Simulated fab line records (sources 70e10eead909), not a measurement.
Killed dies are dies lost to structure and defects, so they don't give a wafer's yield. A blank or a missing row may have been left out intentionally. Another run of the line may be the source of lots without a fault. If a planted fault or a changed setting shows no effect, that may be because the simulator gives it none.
Problem report in the 8D (eight disciplines) form, filled by code :: flow nand harc :: the parts of the form that need people (team, actions taken, sign-off) are left out

== 1. WHAT WENT WRONG ==
Mean of killed at periphery at NHARC_END_SORT_01: 601.0 across 3 wafers in 3 lots; on wafers with no fault it is 4.1 (standard deviation 2.4). So: +99 or more standard deviations from the usual mean.
The first sign was on wafer L398.3 at day 26 08:40, on prober-01. The record has a number at this step for 7 wafers belonging to 3 lots. Rule for "out", or "out of limits": more than 4 standard deviations from the usual mean. All remaining wafers that have a number are taken as sound.

== 2. WHAT THIS IS AND IS NOT ==
question: which readings at this step
is: killed at periphery, killed dies
is not: killed at array, killed short

question: which lots
is: L398, L399, L401
is not: -

question: which wafers of those lots
is: L398.3, L399.3, L401.3
is not: L398.5, L399.5, L399.6, L401.5

question: read on which gauges
is: prober-01
is not: -

question: when
is: from day 26 08:40
is not: up to then (0 sound wafers); but 4 sound wafers of L398, L399, L401 came after

== 3. WHAT RULES OUT EACH SUSPECT ==
Counting: any tool at a process step up to the reading remains a suspect provided it ran every lot that is out. Sound lots after the first of them don't rule it out here, since some wafers of a struck lot are sound.
- the gauge at NHARC_END_SORT_01: kept. All the wafers that are out were read on prober-01, and no step on other tools shows them out.
- ald metal-04 at NHARC_P_CONTACT_ALD_22 (deposits TiN, target thk 3 nm, pulse time 1 s, ald cycles 150): kept. It ran every lot that is out, first L398 (day 7 22:47).
After counting, ald metal-04 at NHARC_P_CONTACT_ALD_22 and prober-01 at NHARC_END_SORT_01 remain.

== 4. THE CAUSE (what the simulator had put in) ==
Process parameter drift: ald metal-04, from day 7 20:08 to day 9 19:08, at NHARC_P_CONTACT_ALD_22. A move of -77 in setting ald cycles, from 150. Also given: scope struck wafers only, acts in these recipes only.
Of the 2 suspects that counting leaves, this tool is one.

== 5. THE CHAIN OF EFFECTS, in route order ==
Each row: a reading whose mean over the struck wafers that have a number lies more than 3 standard deviations from the usual. Only readings for which the record gives a usual standard deviation are gone through. hours: the time from each lot's start at the first step in this table that gives one to its start at this step, as a median over the lots. sigmas: the change in usual standard deviations.
hours: 0
step: NHARC_END_SORT_01
reading: killed at periphery
usual: 4.1
on struck wafers: 601.0
change: +596.9
sigmas: +99 or more

hours: 0
step: NHARC_END_SORT_01
reading: killed dies
usual: 60
on struck wafers: 677
change: +617
sigmas: +31

== 6. WHAT WOULD HAVE CAUGHT IT SOONER ==
The first out-of-limits reading at a measuring or inspecting step in this record came at day 26 08:40, 445 hours after the fault's start at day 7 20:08.
An alarm limit of 4 standard deviations would not have fired on the tool readings at NHARC_P_CONTACT_ALD_22 for which the record gives a usual standard deviation, since none of them was out on any struck wafer.
Each of the lots that are out, 3 in all, had begun NHARC_P_CONTACT_ALD_22 on ald metal-04 no later than day 26 08:40. Had the tool been put on hold then, not one of them would have been saved.
